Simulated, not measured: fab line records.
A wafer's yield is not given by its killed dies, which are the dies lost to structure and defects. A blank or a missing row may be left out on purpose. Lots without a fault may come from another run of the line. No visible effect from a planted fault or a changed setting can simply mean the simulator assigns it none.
Which tool was responsible? -- flow nand-harc -- 11 lots, 33 wafers sampled, at 6 steps of a route of 1159

WHAT EACH GAUGE READ, for each wafer
NHARC_END_SORT_01. Usual: defect-limited-yield 95.4 %, standard deviation 1.5; killed-at-array 28, standard deviation 10; killed-at-other 0.5, standard deviation 0.82; killed-at-periphery 3.4, standard deviation 2.2; killed-dies 31, standard deviation 10; killed-open 3.4, standard deviation 1.9; killed-short 1.9, standard deviation 1.3; sort_bin_2_pct 1.5 %, standard deviation 0.6; sort_bin_3_pct 0.29 %, standard deviation 0.24; sort_bin_4_pct 2.9 %, standard deviation 0.97; sort-n-pass 646, standard deviation 10; sort-rim-yield-pct 94.7 %, standard deviation 3; sort-yield-pct 95.4 %, standard deviation 1.5.
lot,measured,on,defect-limited-yield (%),killed-at-array,killed-at-other,killed-at-periphery,killed-dies,killed-open,killed-short,sort_bin_2_pct (%),sort_bin_3_pct (%),sort_bin_4_pct (%),sort-n-pass,sort-rim-yield-pct (%),sort-yield-pct (%),flag
L134,day 21 21:05,prober-02,96.8 97.3 98.1,18 18 11,0 0 0,4 0 2,22 18 13,4 5 3,2 1 3,0.9 1.2 0.7,0 0 0,2.4 1.5 1.2,655 659 664,95.3 96.2 97.2,96.8 97.3 98.1,
L140,day 24 03:14,prober-02,95.6 93.9 94.4,26 37 35,0 0 0,4 4 3,30 41 38,3 7 7,1 3 4,1.0 1.9 1.6,0.15 0.89 0.74,3.2 3.2 3.2,647 636 639,91.5 93.4 90.6,95.6 93.9 94.4,

TOOL THAT RAN EACH LOT (tool first, then ch and the chambers of the sampled wafers, then the start)
lot,NHARC_A_M0_PRE_CLEAN_31,NHARC_A_M1_DESCUM_14,NHARC_A_M1_STRIP_18,NHARC_A_M1_ECD_22,NHARC_A_M1_CMP_23
L128,"pecvd-04 ch 0,1,2, day 18 10:32","rie-diel-13 ch 0,1, day 18 12:25","rie-diel-09 ch 1,2,3, day 18 12:51","ecd-cu-02 ch 0,1, day 18 13:55","cmp-01 ch 1,2, day 18 14:32"
L130,"pecvd-04 ch 0,1, day 18 18:52","rie-diel-13 ch 0,1,2, day 19 00:22","rie-diel-01 ch 1,2,3, day 19 00:51","ecd-cu-01 ch 0,1, day 19 01:53","cmp-02 ch 1,2, day 19 02:31"
L132,"pecvd-04 ch 0,1,2, day 19 15:37","rie-diel-09 ch 1,2,3, day 19 17:07","rie-diel-13 ch 0,1,2, day 19 17:31","ecd-cu-02 ch 0,1, day 19 18:38","cmp-01 ch 0,3, day 19 19:11"
L135,"pecvd-01 ch 0,1, day 19 15:53","rie-diel-01 ch 0,1,2, day 19 17:26","rie-diel-09 ch 0,2,3, day 19 17:50","ecd-cu-02 ch 0,1, day 19 18:48","cmp-02 ch 0,1,3, day 19 19:33"
L134,"pecvd-03 ch 0,1, day 20 05:25","rie-diel-13 ch 1,2,3, day 20 06:56","rie-diel-01 ch 0,1, day 20 07:18","ecd-cu-02 ch 0,1, day 20 08:23","cmp-02 ch 0,1, day 20 09:02"
L141,"pecvd-01 ch 0,1,2, day 20 19:13","rie-diel-09 ch 1,2, day 20 20:35","rie-diel-13 ch 2,3, day 20 21:02","ecd-cu-02 ch 0,1, day 20 22:00","cmp-03 ch 0,1, day 20 22:47"
L144,"pecvd-01 ch 0,1,2, day 21 18:21","rie-diel-09 ch 0,3, day 21 19:52","rie-diel-09 ch 0,3, day 21 20:17","ecd-cu-02 ch 0,1, day 21 21:15","cmp-03 ch 0,1,3, day 21 22:02"
L140,"pecvd-03 ch 1,2, day 22 03:53","rie-diel-09 ch 0,2,3, day 22 05:17","rie-diel-01 ch 0,2,3, day 22 05:43","ecd-cu-01 ch 0,1, day 22 06:40","cmp-03 ch 0,3, day 22 07:23"
L150,"pecvd-03 ch 0,2, day 22 20:16","rie-diel-01 ch 1,2, day 22 21:46","rie-diel-09 ch 1,2, day 22 22:11","ecd-cu-01 ch 0,1, day 22 23:11","cmp-01 ch 2,3, day 22 23:56"
L148,"pecvd-03 ch 0,2, day 23 01:53","rie-diel-13 ch 0,1,2, day 23 03:25","rie-diel-13 ch 0,2,3, day 23 03:47","ecd-cu-01 ch 0,1, day 23 05:40","cmp-03 ch 0,2,3, day 23 06:23"
L151,"pecvd-03 ch 0,2, day 23 10:20","rie-diel-09 ch 0,1,3, day 23 11:42","rie-diel-01 ch 1,2,3, day 23 12:05","ecd-cu-01 ch 0,1, day 23 13:05","cmp-01 ch 0,1,3, day 23 13:56"
- NHARC_A_M0_PRE_CLEAN_31: time 12 s.
- NHARC_A_M1_DESCUM_14: chemistry O2, time 3 s.
- NHARC_A_M1_STRIP_18: strips in N2/H2.
- NHARC_A_M1_ECD_22: material Cu, target thk 400 nm.
- NHARC_A_M1_CMP_23: polishes, t overpolish 20 s, target thk 154.34 nm.

AS READ BY THE TOOLS THEMSELVES (means over the sampled wafers that have a number; for cases with no such wafer, the mark the record gives instead)
NHARC_A_M0_PRE_CLEAN_31. Usual: heater-power-w 634 W, standard deviation 69; rf-fwd-power-W 292.5 W, standard deviation 0.88.
lot,tool,heater-power-w (W),rf-fwd-power-W (W),flag
L128,pecvd-04,647,293.7,
L130,pecvd-04,732,292.4,
L132,pecvd-04,650,292.9,
L135,pecvd-01,593,292.2,
L134,pecvd-03,610,293.1,
L141,pecvd-01,617,292.2,
L144,pecvd-01,560,292.5,
L140,pecvd-03,724,291.9,
L150,pecvd-03,739,291.8,
L148,pecvd-03,666,293.1,
L151,pecvd-03,662,292.8,

NHARC_A_M1_DESCUM_14. Usual: drypump-motor-current-A 5.5 A, standard deviation 0.46; oes-product-au 1.002 a.u., standard deviation 0.0092; rf-vpp-V 57.8 V, standard deviation 0.85; showerhead-plenum-p-Torr 1.91 Torr, standard deviation 0.072; throttle-valve-pct 11.310 %, standard deviation 0.009.
lot,tool,drypump-motor-current-A (A),oes-product-au (a.u.),rf-vpp-V (V),showerhead-plenum-p-Torr (Torr),throttle-valve-pct (%),flag
L128,rie-diel-13,5.2,1.003,58.8,1.99,11.309,
L130,rie-diel-13,5.4,1.000,57.4,1.98,11.301,
L132,rie-diel-09,5.3,1.008,57.5,1.82,11.309,
L135,rie-diel-01,5.6,0.999,58.0,1.94,11.314,
L134,rie-diel-13,5.7,0.996,57.3,1.94,11.310,
L141,rie-diel-09,5.4,1.010,57.4,1.81,11.320,
L144,rie-diel-09,5.2,0.995,58.1,1.84,11.313,
L140,rie-diel-09,5.6,0.997,57.4,1.85,11.314,
L150,rie-diel-01,6.1,1.001,58.5,1.97,11.299,
L148,rie-diel-13,5.4,1.002,58.3,1.98,11.305,
L151,rie-diel-09,5.3,1.003,58.2,1.83,11.298,

NHARC_A_M1_STRIP_18. Usual: drypump-motor-current-A is 5.5 A with standard deviation 0.47, oes-product-au is 1.003 a.u. with standard deviation 0.0085, power-w is 1000 W with standard deviation 3.3, rf-fwd-power-W is 998 W with standard deviation 3.2, rf-vpp-V is 90.5 V with standard deviation 0.99, showerhead-plenum-p-Torr is 2.02 Torr with standard deviation 0.075, and throttle-valve-pct is 14.172 % with standard deviation 0.0087.
lot,tool,drypump-motor-current-A (A),oes-product-au (a.u.),power-w (W),rf-fwd-power-W (W),rf-vpp-V (V),showerhead-plenum-p-Torr (Torr),throttle-valve-pct (%),flag
L128,rie-diel-09,5.3,1.001,1003,995,90.4,1.94,14.174,
L130,rie-diel-01,5.7,0.999,998,1001,90.9,2.07,14.168,
L132,rie-diel-13,5.4,0.993,997,998,91.0,2.12,14.173,
L135,rie-diel-09,5.6,1.007,1001,997,90.5,1.96,14.167,
L134,rie-diel-01,5.6,1.000,1000,997,91.1,2.02,14.176,
L141,rie-diel-13,5.7,0.997,996,999,91.2,2.04,14.175,
L144,rie-diel-09,5.2,1.007,1002,1001,90.1,1.95,14.173,
L140,rie-diel-01,5.2,1.004,998,998,90.3,2.03,14.171,
L150,rie-diel-09,5.6,0.999,1003,997,89.7,1.95,14.163,
L148,rie-diel-13,5.4,1.003,1000,999,91.0,2.09,14.177,
L151,rie-diel-01,5.7,1.005,997,996,91.0,2.07,14.173,

NHARC_A_M1_CMP_23. Usual: motor-current-A 12.2 A, standard deviation 1.5; time-to-endpoint-s 27.5 s, standard deviation 2.3.
lot,tool,motor-current-A (A),time-to-endpoint-s (s),flag
L128,cmp-01,12.0,26.7,
L130,cmp-02,10.7,28.2,
L132,cmp-01,12.1,28.1,
L135,cmp-02,12.2,29.5,
L134,cmp-02,11.2,29.2,
L141,cmp-03,14.1,20.5,OFF
L144,cmp-03,12.1,12.9,OFF
L140,cmp-03,11.0,28.3,
L150,cmp-01,11.7,30.3,
L148,cmp-03,11.6,28.9,
L151,cmp-01,12.7,28.8,

THE ANSWER, worked out from the rows above alone
Rule: a lot is off if the mean of its wafers that have a number lies more than 3 standard deviations from the usual mean. A lot without any number at a reading at which 4 lots or more have one is off too. Any other lot the step has rows for is counted as sound. After the gauges, taken in route order, come the tools' own readings; for these a lot's mean is taken, as printed above. At the first step where some lot is off, the reading lying furthest off is the one used; lots without a number count as furthest.
Off: L141, L144 (NHARC_A_M1_CMP_23, time-to-endpoint-s).
If a tool, at that step or one of the process steps before it, ran each lot that is off and ran no sound lot following the first of them, it fits. Can't be told from this: 2 tools fit, pecvd-01 at NHARC_A_M0_PRE_CLEAN_31, ecd-cu-02 at NHARC_A_M1_ECD_22.

WHAT THE SIMULATOR PUT IN
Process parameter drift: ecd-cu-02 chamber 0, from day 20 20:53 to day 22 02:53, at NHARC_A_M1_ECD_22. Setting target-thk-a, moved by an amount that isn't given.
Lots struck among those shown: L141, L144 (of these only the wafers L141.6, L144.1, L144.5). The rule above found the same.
